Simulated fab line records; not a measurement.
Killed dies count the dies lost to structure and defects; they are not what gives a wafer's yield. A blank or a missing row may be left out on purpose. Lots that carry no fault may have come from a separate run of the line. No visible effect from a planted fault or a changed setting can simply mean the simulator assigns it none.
What tool caused it? :: flow n5-finfet :: Sampling: 24 lots, 72 wafers, 4 of 1938 route steps

== WHAT THE GAUGES SHOWED, per wafer ==
N5_BEOL_M2_RS_MEAS_58: measurement is done with a four-point probe. Usual: M2_RS gives 0.649 ohm/sq (standard deviation 0.025).
lot: L075
measured: day 7 01:30
on: film-metro-01
M2_RS (ohm/sq): 0.659 0.597 0.658
flag: 

lot: L074
measured: day 7 05:10
on: film-metro-01
M2_RS (ohm/sq): 0.686 0.675 0.657
flag: 

lot: L076
measured: day 7 08:05
on: film-metro-01
M2_RS (ohm/sq): 0.621 0.601 0.598
flag: 

lot: L077
measured: day 7 12:55
on: film-metro-01
M2_RS (ohm/sq): 0.670 0.647 0.647
flag: 

lot: L078
measured: day 7 23:29
on: film-metro-01
M2_RS (ohm/sq): 0.635 0.620 0.623
flag: 

lot: L079
measured: day 8 03:50
on: film-metro-02
M2_RS (ohm/sq): 0.642 0.639 0.673
flag: 

lot: L080
measured: day 8 09:44
on: film-metro-01
M2_RS (ohm/sq): 0.610 0.629 0.642
flag: 

lot: L081
measured: day 8 19:59
on: film-metro-01
M2_RS (ohm/sq): 0.626 0.630 0.665
flag: 

lot: L082
measured: day 8 23:15
on: film-metro-01
M2_RS (ohm/sq): 0.646 0.662 0.661
flag: 

lot: L083
measured: day 9 03:19
on: film-metro-02
M2_RS (ohm/sq): 0.625 0.655 0.652
flag: 

lot: L084
measured: day 9 07:34
on: film-metro-02
M2_RS (ohm/sq): 0.685 0.651 0.667
flag: 

lot: L085
measured: day 9 20:47
on: film-metro-01
M2_RS (ohm/sq): 0.659 0.653 0.670
flag: 

lot: L086
measured: day 10 01:52
on: film-metro-01
M2_RS (ohm/sq): 0.624 0.636 0.620
flag: 

lot: L087
measured: day 10 05:01
on: film-metro-01
M2_RS (ohm/sq): 0.649 0.642 0.637
flag: 

lot: L089
measured: day 10 18:50
on: film-metro-01
M2_RS (ohm/sq): 0.679 0.660 0.671
flag: 

lot: L088
measured: day 10 20:11
on: film-metro-02
M2_RS (ohm/sq): 0.604 0.645 0.637
flag: 

lot: L091
measured: day 11 03:07
on: film-metro-02
M2_RS (ohm/sq): 0.636 0.646 0.643
flag: 

lot: L092
measured: day 11 11:20
on: film-metro-02
M2_RS (ohm/sq): 0.707 0.658 0.664
flag: 

lot: L090
measured: day 11 11:37
on: film-metro-01
M2_RS (ohm/sq): 0.670 0.690 0.646
flag: 

lot: L093
measured: day 12 08:49
on: film-metro-02
M2_RS (ohm/sq): 0.635 0.636 0.629
flag: 

lot: L095
measured: day 12 11:07
on: film-metro-02
M2_RS (ohm/sq): 0.709 0.666 0.717
flag: 

lot: L094
measured: day 12 11:40
on: film-metro-02
M2_RS (ohm/sq): 0.630 0.614 0.605
flag: 

lot: L096
measured: day 12 14:10
on: film-metro-02
M2_RS (ohm/sq): 0.626 0.676 0.654
flag: 

lot: L097
measured: day 12 14:40
on: film-metro-02
M2_RS (ohm/sq): 0.622 0.648 0.630
flag: 

N5_BEOL_M3_OVL_MEAS_29. Usual: V2_OVL gives -0.4 nm (standard deviation 0.62).
lot: L075
measured: day 7 05:31
on: overlay-01
V2_OVL (nm): -0.7 0.4 -0.4
flag: 

lot: L074
measured: day 7 08:05
on: overlay-01
V2_OVL (nm): -0.2 0.0 -0.1
flag: 

lot: L076
measured: day 7 09:49
on: overlay-02
V2_OVL (nm): -0.7 -1.2 -1.1
flag: 

lot: L077
measured: day 7 14:53
on: overlay-02
V2_OVL (nm): -0.9 -1.2 -1.9
flag: 

lot: L078
measured: day 8 01:34
on: overlay-02
V2_OVL (nm): 1.1 -0.3 0.2
flag: 

lot: L079
measured: day 8 06:26
on: overlay-01
V2_OVL (nm): 0.2 0.4 -0.5
flag: 

lot: L080
measured: day 8 13:24
on: overlay-02
V2_OVL (nm): -1.0 -0.2 -0.2
flag: 

lot: L081
measured: day 9 00:23
on: overlay-01
V2_OVL (nm): -0.4 0.2 0.4
flag: 

lot: L082
measured: day 9 01:17
on: overlay-02
V2_OVL (nm): -1.1 -0.7 -1.8
flag: 

lot: L083
measured: day 9 05:44
on: overlay-01
V2_OVL (nm): 0.0 -0.6 -0.6
flag: 

lot: L084
measured: day 9 09:50
on: overlay-01
V2_OVL (nm): -1.2 -0.7 -0.6
flag: 

lot: L085
measured: day 9 23:53
on: overlay-02
V2_OVL (nm): -0.3 -0.7 -0.9
flag: 

lot: L086
measured: day 10 03:30
on: overlay-02
V2_OVL (nm): 0.1 -0.7 0.5
flag: 

lot: L087
measured: day 10 07:38
on: overlay-01
V2_OVL (nm): -0.9 -0.8 -0.3
flag: 

lot: L089
measured: day 10 21:14
on: overlay-02
V2_OVL (nm): -0.1 -0.1 -1.4
flag: 

lot: L088
measured: day 10 22:14
on: overlay-01
V2_OVL (nm): -1.0 -0.4 -0.7
flag: 

lot: L091
measured: day 11 05:08
on: overlay-01
V2_OVL (nm): 0.1 -0.4 0.2
flag: 

lot: L092
measured: day 11 15:09
on: overlay-01
V2_OVL (nm): -0.3 -1.7 -1.9
flag: 

lot: L090
measured: day 11 15:31
on: overlay-01
V2_OVL (nm): 0.2 -0.3 0.4
flag: 

lot: L093
measured: day 12 12:41
on: overlay-01
V2_OVL (nm): 0.3 -0.4 -1.0
flag: 

lot: L095
measured: day 12 13:43
on: overlay-01
V2_OVL (nm): -0.8 -0.5 -1.5
flag: 

lot: L094
measured: day 12 13:54
on: overlay-02
V2_OVL (nm): -0.1 1.3 1.2
flag: 

lot: L096
measured: day 12 16:44
on: overlay-02
V2_OVL (nm): -0.7 -0.1 -1.0
flag: 

lot: L097
measured: day 12 17:49
on: overlay-02
V2_OVL (nm): -0.4 -0.4 0.4
flag: 

N5_BEOL_M3_OCD_MEAS_38. Usual: trench-depth-nm reads 55.6 nm (standard deviation 0.77).
lot: L075
measured: day 7 06:52
on: ocd-01
trench-depth-nm (nm): 57.5 55.7 57.7
flag: 

lot: L074
measured: day 7 09:11
on: ocd-01
trench-depth-nm (nm): 55.8 56.6 56.3
flag: 

lot: L076
measured: day 7 12:59
on: ocd-01
trench-depth-nm (nm): 54.9 55.4 54.4
flag: 

lot: L077
measured: day 7 23:50
on: ocd-02
trench-depth-nm (nm): 55.0 56.0 55.3
flag: 

lot: L078
measured: day 8 03:03
on: ocd-02
trench-depth-nm (nm): 55.2 55.7 55.5
flag: 

lot: L079
measured: day 8 09:34
on: ocd-02
trench-depth-nm (nm): 53.9 56.0 54.3
flag: 

lot: L080
measured: day 8 15:25
on: ocd-02
trench-depth-nm (nm): 56.4 56.5 56.0
flag: 

lot: L081
measured: day 9 04:16
on: ocd-02
trench-depth-nm (nm): 55.5 54.3 56.1
flag: 

lot: L082
measured: day 9 06:47
on: ocd-02
trench-depth-nm (nm): 56.8 55.5 56.2
flag: 

lot: L083
measured: day 9 07:20
on: ocd-01
trench-depth-nm (nm): 54.9 56.0 55.8
flag: 

lot: L084
measured: day 9 10:56
on: ocd-01
trench-depth-nm (nm): 54.6 55.5 55.1
flag: 

lot: L085
measured: day 10 03:31
on: ocd-01
trench-depth-nm (nm): 56.4 56.2 55.3
flag: 

lot: L086
measured: day 10 08:58
on: ocd-01
trench-depth-nm (nm): 55.8 55.1 55.6
flag: 

lot: L087
measured: day 10 10:09
on: ocd-02
trench-depth-nm (nm): 54.4 56.5 56.8
flag: 

lot: L089
measured: day 10 22:55
on: ocd-01
trench-depth-nm (nm): 56.0 55.8 55.4
flag: 

lot: L088
measured: day 10 23:16
on: ocd-01
trench-depth-nm (nm): 57.5 55.8 55.7
flag: 

lot: L091
measured: day 11 09:31
on: ocd-02
trench-depth-nm (nm): 56.6 55.0 57.0
flag: 

lot: L092
measured: day 11 16:25
on: ocd-01
trench-depth-nm (nm): 57.1 56.1 56.3
flag: 

lot: L090
measured: day 11 16:53
on: ocd-01
trench-depth-nm (nm): 55.0 54.3 56.0
flag: 

lot: L093
measured: day 12 16:13
on: ocd-01
trench-depth-nm (nm): 55.7 54.9 56.4
flag: 

lot: L095
measured: day 12 19:37
on: ocd-02
trench-depth-nm (nm): 55.2 54.9 55.3
flag: 

lot: L094
measured: day 12 19:39
on: ocd-01
trench-depth-nm (nm): 55.6 56.6 56.2
flag: 

lot: L096
measured: day 12 19:58
on: ocd-02
trench-depth-nm (nm): 54.6 55.0 55.6
flag: 

lot: L097
measured: day 12 20:01
on: ocd-01
trench-depth-nm (nm): 55.7 54.7 56.1
flag: 

== TOOL THAT RAN EACH LOT (tool first, then ch and the chambers of the sampled wafers, then the start) ==
lot: L075
N5_BEOL_M3_STRIP_97: rie-diel-05 ch 2,3, day 7 06:52 or earlier

lot: L074
N5_BEOL_M3_STRIP_97: rie-diel-01 ch 0,1,2, day 7 09:11 or earlier

lot: L076
N5_BEOL_M3_STRIP_97: rie-diel-03 ch 0,1,2, day 7 12:59 or earlier

lot: L077
N5_BEOL_M3_STRIP_97: rie-diel-01 ch 0,1,3, day 7 23:50 or earlier

lot: L078
N5_BEOL_M3_STRIP_97: rie-diel-01 ch 1,3, day 8 03:03 or earlier

lot: L079
N5_BEOL_M3_STRIP_97: rie-diel-03 ch 0,1,3, day 8 09:34 or earlier

lot: L080
N5_BEOL_M3_STRIP_97: rie-diel-01 ch 1,2, day 8 15:25 or earlier

lot: L081
N5_BEOL_M3_STRIP_97: rie-diel-03 ch 0,1,2, day 9 04:16 or earlier

lot: L082
N5_BEOL_M3_STRIP_97: rie-diel-01 ch 0,2, day 9 06:47 or earlier

lot: L083
N5_BEOL_M3_STRIP_97: rie-diel-01 ch 0,2,3, day 9 07:20 or earlier

lot: L084
N5_BEOL_M3_STRIP_97: rie-diel-03 ch 0,1,2, day 9 10:56 or earlier

lot: L085
N5_BEOL_M3_STRIP_97: rie-diel-01 ch 0,1,3, day 10 03:31 or earlier

lot: L086
N5_BEOL_M3_STRIP_97: rie-diel-01 ch 0,1, day 10 08:58 or earlier

lot: L087
N5_BEOL_M3_STRIP_97: rie-diel-05 ch 0,2, day 10 10:09 or earlier

lot: L089
N5_BEOL_M3_STRIP_97: rie-diel-05 ch 0,3, day 10 22:55 or earlier

lot: L088
N5_BEOL_M3_STRIP_97: rie-diel-05 ch 0,2,3, day 10 23:16 or earlier

lot: L091
N5_BEOL_M3_STRIP_97: rie-diel-01 ch 0,3, day 11 09:31 or earlier

lot: L092
N5_BEOL_M3_STRIP_97: rie-diel-01 ch 0,1,3, day 11 16:25 or earlier

lot: L090
N5_BEOL_M3_STRIP_97: rie-diel-03 ch 0,1,3, day 11 16:53 or earlier

lot: L093
N5_BEOL_M3_STRIP_97: rie-diel-01 ch 1,3, day 12 16:13 or earlier

lot: L095
N5_BEOL_M3_STRIP_97: rie-diel-03 ch 1,2,3, day 12 19:37 or earlier

lot: L094
N5_BEOL_M3_STRIP_97: rie-diel-01 ch 2,3, day 12 19:39 or earlier

lot: L096
N5_BEOL_M3_STRIP_97: rie-diel-03 ch 1,3, day 12 19:58 or earlier

lot: L097
N5_BEOL_M3_STRIP_97: rie-diel-01 ch 0,2, day 12 20:01 or earlier
- N5_BEOL_M3_STRIP_97: strips in N2/H2, time 10 s.

== WHAT THE TOOLS THEMSELVES READ (means of the sampled wafers that have a number; where no wafer has one, the mark that the record gives instead) ==
N5_BEOL_M3_STRIP_97. Usual: bias-power-w 7.000 W, standard deviation 0.021; drypump-motor-current-A 5.7 A, standard deviation 0.37; oes-product-au 0.80 a.u., standard deviation 0.078; rf-vpp-V 59.3 V, standard deviation 0.82; showerhead-plenum-p-Torr 2.55 Torr, standard deviation 0.058; throttle-valve-pct 23.5 %, standard deviation 0.3.
lot: L075
tool: rie-diel-05
bias-power-w (W): 6.991
drypump-motor-current-A (A): 5.1
oes-product-au (a.u.): 0.87
rf-vpp-V (V): 58.7
showerhead-plenum-p-Torr (Torr): 2.57
throttle-valve-pct (%): 23.2
flag: 

lot: L074
tool: rie-diel-01
bias-power-w (W): 7.010
drypump-motor-current-A (A): 5.7
oes-product-au (a.u.): 0.83
rf-vpp-V (V): 58.5
showerhead-plenum-p-Torr (Torr): 2.53
throttle-valve-pct (%): 23.4
flag: 

lot: L076
tool: rie-diel-03
bias-power-w (W): 7.026
drypump-motor-current-A (A): 6.0
oes-product-au (a.u.): 0.76
rf-vpp-V (V): 59.1
showerhead-plenum-p-Torr (Torr): 2.55
throttle-valve-pct (%): 23.6
flag: 

lot: L077
tool: rie-diel-01
bias-power-w (W): 6.979
drypump-motor-current-A (A): 5.5
oes-product-au (a.u.): 0.77
rf-vpp-V (V): 59.0
showerhead-plenum-p-Torr (Torr): 2.58
throttle-valve-pct (%): 23.6
flag: 

lot: L078
tool: rie-diel-01
bias-power-w (W): 6.992
drypump-motor-current-A (A): 5.3
oes-product-au (a.u.): 0.74
rf-vpp-V (V): 59.3
showerhead-plenum-p-Torr (Torr): 2.60
throttle-valve-pct (%): 23.6
flag: 

lot: L079
tool: rie-diel-03
bias-power-w (W): 7.004
drypump-motor-current-A (A): 6.2
oes-product-au (a.u.): 0.81
rf-vpp-V (V): 59.0
showerhead-plenum-p-Torr (Torr): 2.57
throttle-valve-pct (%): 23.4
flag: 

lot: L080
tool: rie-diel-01
bias-power-w (W): 6.989
drypump-motor-current-A (A): 5.7
oes-product-au (a.u.): 0.85
rf-vpp-V (V): 59.4
showerhead-plenum-p-Torr (Torr): 2.54
throttle-valve-pct (%): 23.4
flag: 

lot: L081
tool: rie-diel-03
bias-power-w (W): 7.000
drypump-motor-current-A (A): 5.9
oes-product-au (a.u.): 0.76
rf-vpp-V (V): 58.9
showerhead-plenum-p-Torr (Torr): 2.55
throttle-valve-pct (%): 23.6
flag: 

lot: L082
tool: rie-diel-01
bias-power-w (W): 6.979
drypump-motor-current-A (A): 5.6
oes-product-au (a.u.): 0.79
rf-vpp-V (V): 59.4
showerhead-plenum-p-Torr (Torr): 2.52
throttle-valve-pct (%): 23.5
flag: 

lot: L083
tool: rie-diel-01
bias-power-w (W): 6.992
drypump-motor-current-A (A): 5.5
oes-product-au (a.u.): 0.86
rf-vpp-V (V): 59.2
showerhead-plenum-p-Torr (Torr): 2.54
throttle-valve-pct (%): 23.4
flag: 

lot: L084
tool: rie-diel-03
bias-power-w (W): 7.010
drypump-motor-current-A (A): 6.0
oes-product-au (a.u.): 0.75
rf-vpp-V (V): 59.7
showerhead-plenum-p-Torr (Torr): 2.54
throttle-valve-pct (%): 23.6
flag: 

lot: L085
tool: rie-diel-01
bias-power-w (W): 6.996
drypump-motor-current-A (A): 5.5
oes-product-au (a.u.): 0.85
rf-vpp-V (V): 59.2
showerhead-plenum-p-Torr (Torr): 2.57
throttle-valve-pct (%): 23.5
flag: 

lot: L086
tool: rie-diel-01
bias-power-w (W): 6.975
drypump-motor-current-A (A): 5.6
oes-product-au (a.u.): 0.78
rf-vpp-V (V): 60.2
showerhead-plenum-p-Torr (Torr): 2.55
throttle-valve-pct (%): 23.7
flag: 

lot: L087
tool: rie-diel-05
bias-power-w (W): 7.026
drypump-motor-current-A (A): 5.2
oes-product-au (a.u.): 0.81
rf-vpp-V (V): 59.5
showerhead-plenum-p-Torr (Torr): 2.55
throttle-valve-pct (%): 23.2
flag: 

lot: L089
tool: rie-diel-05
bias-power-w (W): 6.985
drypump-motor-current-A (A): 5.6
oes-product-au (a.u.): 0.70
rf-vpp-V (V): 59.1
showerhead-plenum-p-Torr (Torr): 2.50
throttle-valve-pct (%): 23.9
flag: 

lot: L088
tool: rie-diel-05
bias-power-w (W): 6.990
drypump-motor-current-A (A): 5.4
oes-product-au (a.u.): 0.76
rf-vpp-V (V): 58.5
showerhead-plenum-p-Torr (Torr): 2.53
throttle-valve-pct (%): 23.5
flag: 

lot: L091
tool: rie-diel-01
bias-power-w (W): 6.979
drypump-motor-current-A (A): 5.3
oes-product-au (a.u.): 0.88
rf-vpp-V (V): 59.8
showerhead-plenum-p-Torr (Torr): 2.58
throttle-valve-pct (%): 23.5
flag: 

lot: L092
tool: rie-diel-01
bias-power-w (W): 7.014
drypump-motor-current-A (A): 5.5
oes-product-au (a.u.): 0.83
rf-vpp-V (V): 59.1
showerhead-plenum-p-Torr (Torr): 2.57
throttle-valve-pct (%): 23.6
flag: 

lot: L090
tool: rie-diel-03
bias-power-w (W): 7.000
drypump-motor-current-A (A): 6.2
oes-product-au (a.u.): 0.78
rf-vpp-V (V): 59.1
showerhead-plenum-p-Torr (Torr): 2.55
throttle-valve-pct (%): 23.5
flag: 

lot: L093
tool: rie-diel-01
bias-power-w (W): 6.995
drypump-motor-current-A (A): 5.4
oes-product-au (a.u.): 0.89
rf-vpp-V (V): 59.9
showerhead-plenum-p-Torr (Torr): 2.58
throttle-valve-pct (%): 23.5
flag: 

lot: L095
tool: rie-diel-03
bias-power-w (W): 7.018
drypump-motor-current-A (A): 6.0
oes-product-au (a.u.): 0.76
rf-vpp-V (V): 59.6
showerhead-plenum-p-Torr (Torr): 2.58
throttle-valve-pct (%): 23.7
flag: 

lot: L094
tool: rie-diel-01
bias-power-w (W): 7.010
drypump-motor-current-A (A): 5.4
oes-product-au (a.u.): 0.88
rf-vpp-V (V): 59.3
showerhead-plenum-p-Torr (Torr): 2.54
throttle-valve-pct (%): 23.3
flag: 

lot: L096
tool: rie-diel-03
bias-power-w (W): 7.011
drypump-motor-current-A (A): 6.2
oes-product-au (a.u.): 0.81
rf-vpp-V (V): 59.5
showerhead-plenum-p-Torr (Torr): 2.60
throttle-valve-pct (%): 23.5
flag: 

lot: L097
tool: rie-diel-01
bias-power-w (W): 6.992
drypump-motor-current-A (A): 5.6
oes-product-au (a.u.): 0.76
rf-vpp-V (V): 59.7
showerhead-plenum-p-Torr (Torr): 2.51
throttle-valve-pct (%): 23.6
flag: 

== THE ANSWER, worked out from the rows above alone ==
Rule: take the mean of a lot's wafers that have a number; if it is more than 3 standard deviations from the usual mean, the lot is off. A lot without any number at a reading at which 4 lots or more have one is off too. The other lots that the step has rows for count as sound. First the gauges in route order, then the tools' own readings, where a lot's mean is used as printed above. The first step at which some lot is off is used, and at that step the reading that is off furthest; a lot without a number counts as furthest.
Nothing can be told from this: no lot is off at any reading shown.

== WHAT THE SIMULATOR HAD INSERTED ==
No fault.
